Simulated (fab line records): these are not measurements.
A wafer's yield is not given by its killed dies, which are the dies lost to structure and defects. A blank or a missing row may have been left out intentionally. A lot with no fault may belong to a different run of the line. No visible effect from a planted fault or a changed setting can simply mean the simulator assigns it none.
Matching of chambers + flow nand-harc + NHARC_A_WL_FILL_ALD_02 on ald-metal-03 has 4 sister chambers
The step deposits TiN, target thk 2 nm, pulse time 3 s, ald cycles 100. 20 wafers are shown with their chamber, then 10 later ones without.

WAFERS PAIRED WITH THEIR CHAMBERS
| wafer  | chamber | heater-power-w (W) | precursor-pulse-height-rel |
|--------|---------|--------------------|----------------------------|
| L076.2 | 1       | 1037               | 0.990                      |
| L076.5 | 3       | 974                | 1.052                      |
| L076.6 | 2       | 1014               | 0.996                      |
| L077.1 | 1       | 1050               | 1.003                      |
| L077.2 | 0       | 1136               | 0.967                      |
| L077.4 | 2       | 1068               | 0.966                      |
| L079.1 | 0       | 1082               | 0.984                      |
| L079.2 | 2       | 1018               | 0.987                      |
| L079.6 | 3       | 985                | 0.997                      |
| L080.1 | 0       | 1123               | 0.977                      |
| L080.4 | 2       | 1049               | 0.994                      |
| L080.6 | 0       | 1142               | 0.995                      |
| L081.1 | 1       | 1045               | 1.041                      |
| L081.4 | 0       | 1143               | 0.997                      |
| L081.6 | 2       | 1020               | 0.980                      |
| L083.2 | 1       | 1041               | 1.044                      |
| L083.4 | 1       | 1056               | 0.987                      |
| L083.5 | 2       | 1041               | 0.979                      |
| L086.1 | 0       | 1112               | 0.996                      |
| L086.2 | 2       | 1046               | 1.009                      |

SIGNATURES (means of the wafers above)
| reading                    | chamber 0 | chamber 1 | chamber 2 | chamber 3 | scatter within a chamber |
|----------------------------|-----------|-----------|-----------|-----------|--------------------------|
| heater-power-w             | 1123.00   | 1045.80   | 1036.57   | 979.50    | 18.4                     |
| precursor-pulse-height-rel | 0.98600   | 1.01300   | 0.98729   | 1.02450   | 0.0201                   |
Rule: distance of a wafer from a chamber = root of the sum over the readings of ((wafer's reading minus chamber's mean) / reading's scatter) squared. If the next closest chamber is less than 2 further off than the closest, the wafer can't be placed; otherwise it belongs to the closest. How the scatter is found: for the shown wafers, subtract from each reading the mean of its chamber, square and add these, divide the total by (wafers less chambers), then take the root.

WAFERS MISSING THEIR CHAMBER
| wafer  | heater-power-w (W) | precursor-pulse-height-rel |
|--------|--------------------|----------------------------|
| L086.4 | 1098               | 1.037                      |
| L085.1 | 991                | 1.015                      |
| L085.5 | 1027               | 1.017                      |
| L085.6 | 1115               | 0.968                      |
| L087.2 | 1187               | 1.046                      |
| L087.4 | 1023               | 0.952                      |
| L087.6 | 1009               | 0.993                      |
| L094.2 | 1126               | 1.024                      |
| L094.5 | 1133               | 0.996                      |
| L094.6 | 1061               | 0.976                      |

EACH ONE'S CHAMBER
| wafer  | from the rows above          | in truth                   |
|--------|------------------------------|----------------------------|
| L086.4 | can't be placed: 0 or 1 or 2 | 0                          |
| L085.1 | 3                            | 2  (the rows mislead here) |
| L085.5 | can't be placed: 1 or 2 or 3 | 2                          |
| L085.6 | 0                            | 0                          |
| L087.2 | 0                            | 0                          |
| L087.4 | can't be placed: 2 or 1      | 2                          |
| L087.6 | can't be placed: 2 or 1 or 3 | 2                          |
| L094.2 | 0                            | 0                          |
| L094.5 | 0                            | 0                          |
| L094.6 | can't be placed: 2 or 1 or 0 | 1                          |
Correctly placed: 4 of 10. Can't be placed from these rows: 5 (the true chamber is among the candidates in 5). Wrongly placed: 1.
